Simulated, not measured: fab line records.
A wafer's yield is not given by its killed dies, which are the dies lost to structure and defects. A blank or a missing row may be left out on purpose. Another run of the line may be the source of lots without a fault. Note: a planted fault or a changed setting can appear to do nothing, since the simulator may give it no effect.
Chamber matching || flow n5Finfet || N5_SD_EPI_P_ETCH_37 on rieDiel-02 has 4 sister chambers
The step etches SOC in N2/H2, overetch 108 nm, time 486 s. 27 wafers are shown with their chamber, then 12 later ones without.

WAFERS PAIRED WITH THEIR CHAMBERS
{"wafer": "L076.1", "chamber": 3, "drypumpMotorCurrentA (A)": 6.3, "throttleValvePct (%)": 23.74, "showerheadPlenumPTorr (Torr)": 2.62}
{"wafer": "L076.2", "chamber": 1, "drypumpMotorCurrentA (A)": 5.7, "throttleValvePct (%)": 23.21, "showerheadPlenumPTorr (Torr)": 2.35}
{"wafer": "L076.4", "chamber": 2, "drypumpMotorCurrentA (A)": 5.2, "throttleValvePct (%)": 23.44, "showerheadPlenumPTorr (Torr)": 2.50}
{"wafer": "L077.1", "chamber": 3, "drypumpMotorCurrentA (A)": 6.3, "throttleValvePct (%)": 23.75, "showerheadPlenumPTorr (Torr)": 2.62}
{"wafer": "L077.2", "chamber": 1, "drypumpMotorCurrentA (A)": 5.7, "throttleValvePct (%)": 23.21, "showerheadPlenumPTorr (Torr)": 2.35}
{"wafer": "L077.5", "chamber": 0, "drypumpMotorCurrentA (A)": 5.7, "throttleValvePct (%)": 24.05, "showerheadPlenumPTorr (Torr)": 2.56}
{"wafer": "L078.2", "chamber": 1, "drypumpMotorCurrentA (A)": 5.7, "throttleValvePct (%)": 23.22, "showerheadPlenumPTorr (Torr)": 2.35}
{"wafer": "L078.4", "chamber": 2, "drypumpMotorCurrentA (A)": 5.1, "throttleValvePct (%)": 23.44, "showerheadPlenumPTorr (Torr)": 2.49}
{"wafer": "L078.6", "chamber": 1, "drypumpMotorCurrentA (A)": 5.7, "throttleValvePct (%)": 23.21, "showerheadPlenumPTorr (Torr)": 2.35}
{"wafer": "L082.2", "chamber": 0, "drypumpMotorCurrentA (A)": 5.7, "throttleValvePct (%)": 24.09, "showerheadPlenumPTorr (Torr)": 2.55}
{"wafer": "L082.4", "chamber": 1, "drypumpMotorCurrentA (A)": 5.7, "throttleValvePct (%)": 23.23, "showerheadPlenumPTorr (Torr)": 2.35}
{"wafer": "L082.6", "chamber": 0, "drypumpMotorCurrentA (A)": 5.7, "throttleValvePct (%)": 24.08, "showerheadPlenumPTorr (Torr)": 2.55}
{"wafer": "L086.2", "chamber": 2, "drypumpMotorCurrentA (A)": 5.2, "throttleValvePct (%)": 23.46, "showerheadPlenumPTorr (Torr)": 2.49}
{"wafer": "L086.3", "chamber": 0, "drypumpMotorCurrentA (A)": 5.7, "throttleValvePct (%)": 24.09, "showerheadPlenumPTorr (Torr)": 2.55}
{"wafer": "L086.6", "chamber": 0, "drypumpMotorCurrentA (A)": 5.7, "throttleValvePct (%)": 24.09, "showerheadPlenumPTorr (Torr)": 2.55}
{"wafer": "L087.1", "chamber": 0, "drypumpMotorCurrentA (A)": 5.7, "throttleValvePct (%)": 24.08, "showerheadPlenumPTorr (Torr)": 2.55}
{"wafer": "L087.3", "chamber": 2, "drypumpMotorCurrentA (A)": 5.2, "throttleValvePct (%)": 23.47, "showerheadPlenumPTorr (Torr)": 2.49}
{"wafer": "L087.6", "chamber": 3, "drypumpMotorCurrentA (A)": 6.3, "throttleValvePct (%)": 23.76, "showerheadPlenumPTorr (Torr)": 2.61}
{"wafer": "L088.1", "chamber": 3, "drypumpMotorCurrentA (A)": 6.3, "throttleValvePct (%)": 23.78, "showerheadPlenumPTorr (Torr)": 2.61}
{"wafer": "L088.2", "chamber": 0, "drypumpMotorCurrentA (A)": 5.7, "throttleValvePct (%)": 24.10, "showerheadPlenumPTorr (Torr)": 2.55}
{"wafer": "L088.3", "chamber": 2, "drypumpMotorCurrentA (A)": 5.2, "throttleValvePct (%)": 23.46, "showerheadPlenumPTorr (Torr)": 2.49}
{"wafer": "L088.4", "chamber": 3, "drypumpMotorCurrentA (A)": 6.3, "throttleValvePct (%)": 23.78, "showerheadPlenumPTorr (Torr)": 2.61}
{"wafer": "L088.5", "chamber": 0, "drypumpMotorCurrentA (A)": 5.7, "throttleValvePct (%)": 24.09, "showerheadPlenumPTorr (Torr)": 2.55}
{"wafer": "L088.6", "chamber": 2, "drypumpMotorCurrentA (A)": 5.2, "throttleValvePct (%)": 23.47, "showerheadPlenumPTorr (Torr)": 2.49}
{"wafer": "L090.1", "chamber": 0, "drypumpMotorCurrentA (A)": 5.7, "throttleValvePct (%)": 24.09, "showerheadPlenumPTorr (Torr)": 2.55}
{"wafer": "L090.3", "chamber": 1, "drypumpMotorCurrentA (A)": 5.7, "throttleValvePct (%)": 23.23, "showerheadPlenumPTorr (Torr)": 2.34}
{"wafer": "L090.4", "chamber": 1, "drypumpMotorCurrentA (A)": 5.7, "throttleValvePct (%)": 23.22, "showerheadPlenumPTorr (Torr)": 2.34}

SIGNATURES (averages over the wafers above)
{"reading": "drypumpMotorCurrentA", "chamber 0": 5.700, "chamber 1": 5.700, "chamber 2": 5.183, "chamber 3": 6.300, "scatter within a chamber": 0.019}
{"reading": "throttleValvePct", "chamber 0": 24.0844, "chamber 1": 23.2186, "chamber 2": 23.4567, "chamber 3": 23.7620, "scatter within a chamber": 0.0137}
{"reading": "showerheadPlenumPTorr", "chamber 0": 2.5511, "chamber 1": 2.3471, "chamber 2": 2.4917, "chamber 3": 2.6140, "scatter within a chamber": 0.00435}
Rule: for each reading, subtract the chamber's mean from the wafer's reading, divide by that reading's scatter and square the result; add these up over the readings and take the root, which gives the wafer's distance from the chamber. If the next closest chamber is less than 2 further off than the closest, the wafer can't be placed; otherwise it belongs to the closest. The scatter is the square root of a quotient: the sum, over the shown wafers, of each reading's squared deviation from its chamber's mean, divided by wafers minus chambers.

WAFERS WITHOUT THEIR CHAMBER
{"wafer": "L092.1", "drypumpMotorCurrentA (A)": 6.3, "throttleValvePct (%)": 23.79, "showerheadPlenumPTorr (Torr)": 2.61}
{"wafer": "L092.2", "drypumpMotorCurrentA (A)": 5.7, "throttleValvePct (%)": 23.26, "showerheadPlenumPTorr (Torr)": 2.34}
{"wafer": "L092.4", "drypumpMotorCurrentA (A)": 5.7, "throttleValvePct (%)": 23.24, "showerheadPlenumPTorr (Torr)": 2.34}
{"wafer": "L095.3", "drypumpMotorCurrentA (A)": 5.2, "throttleValvePct (%)": 23.12, "showerheadPlenumPTorr (Torr)": 2.49}
{"wafer": "L095.4", "drypumpMotorCurrentA (A)": 5.7, "throttleValvePct (%)": 24.10, "showerheadPlenumPTorr (Torr)": 2.54}
{"wafer": "L095.6", "drypumpMotorCurrentA (A)": 5.2, "throttleValvePct (%)": 23.14, "showerheadPlenumPTorr (Torr)": 2.48}
{"wafer": "L096.1", "drypumpMotorCurrentA (A)": 5.7, "throttleValvePct (%)": 24.12, "showerheadPlenumPTorr (Torr)": 2.54}
{"wafer": "L096.4", "drypumpMotorCurrentA (A)": 6.3, "throttleValvePct (%)": 23.47, "showerheadPlenumPTorr (Torr)": 2.60}
{"wafer": "L096.5", "drypumpMotorCurrentA (A)": 5.7, "throttleValvePct (%)": 24.12, "showerheadPlenumPTorr (Torr)": 2.54}
{"wafer": "L097.1", "drypumpMotorCurrentA (A)": 5.7, "throttleValvePct (%)": 23.25, "showerheadPlenumPTorr (Torr)": 2.34}
{"wafer": "L097.3", "drypumpMotorCurrentA (A)": 5.7, "throttleValvePct (%)": 24.11, "showerheadPlenumPTorr (Torr)": 2.54}
{"wafer": "L097.5", "drypumpMotorCurrentA (A)": 5.1, "throttleValvePct (%)": 23.14, "showerheadPlenumPTorr (Torr)": 2.48}

WHICH CHAMBER EACH WENT THROUGH
{"wafer": "L092.1", "from the rows above": 3, "in truth": 3}
{"wafer": "L092.2", "from the rows above": 1, "in truth": 1}
{"wafer": "L092.4", "from the rows above": 1, "in truth": 1}
{"wafer": "L095.3", "from the rows above": 2, "in truth": 2}
{"wafer": "L095.4", "from the rows above": 0, "in truth": 0}
{"wafer": "L095.6", "from the rows above": 2, "in truth": 2}
{"wafer": "L096.1", "from the rows above": 0, "in truth": 0}
{"wafer": "L096.4", "from the rows above": 3, "in truth": 3}
{"wafer": "L096.5", "from the rows above": 0, "in truth": 0}
{"wafer": "L097.1", "from the rows above": 1, "in truth": 1}
{"wafer": "L097.3", "from the rows above": 0, "in truth": 0}
{"wafer": "L097.5", "from the rows above": 2, "in truth": 2}
Correctly placed: 12 of 12. Left unplaced by these rows: 0. Placed wrongly: 0.
